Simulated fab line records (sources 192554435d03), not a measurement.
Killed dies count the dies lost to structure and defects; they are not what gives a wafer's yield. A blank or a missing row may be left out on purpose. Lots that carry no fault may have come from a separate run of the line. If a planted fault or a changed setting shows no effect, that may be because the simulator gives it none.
Matching of chambers	flow n5 finfet	N5_SD_EPI_N_ETCH_34 on rie diel-04: 4 sister chambers
The step etches SiARC in CF4, target depth 45.5 nm, time 75.8 s. 4 wafers are shown with their chamber, then 12 later ones without.

== WAFERS PAIRED WITH THEIR CHAMBERS ==
wafer	chamber	showerhead plenum p Torr (Torr)
L084.1	2	2.08
L085.2	0	2.05
L091.3	3	2.19
L091.6	1	2.20

== WAFERS WHOSE CHAMBER IS MISSING ==
wafer	showerhead plenum p Torr (Torr)
L092.1	2.05
L092.3	2.19
L092.4	2.08
L093.4	2.08
L093.5	2.19
L093.6	2.05
L094.1	2.08
L094.4	2.19
L094.6	2.05
L097.2	2.08
L097.5	2.19
L097.6	2.04

== WHICH CHAMBER EACH ONE RAN IN ==
wafer	from the rows above	in truth
L092.1	0	0
L092.3	3	3
L092.4	2	2
L093.4	2	2
L093.5	3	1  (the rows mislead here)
L093.6	0	0
L094.1	2	2
L094.4	3	3
L094.6	0	0
L097.2	2	2
L097.5	3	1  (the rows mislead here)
L097.6	0	0
Placed correctly: 10 of 12. Not placeable from these rows: 0. Number placed wrongly: 2.
How it was worked out, from the rows above alone: a wafer's distance from a chamber is the root of the sum, over the readings, of the square of ((its reading less the chamber's mean) divided by the reading's scatter). The wafer belongs to the nearest chamber; if the next one is less than 2 further off, it can't be placed. Each chamber's mean is taken over the wafers shown for it. The scatter (one wafer shown for each chamber): square how far every hidden wafer sits from the nearest shown wafer, average those squares and take the square root.
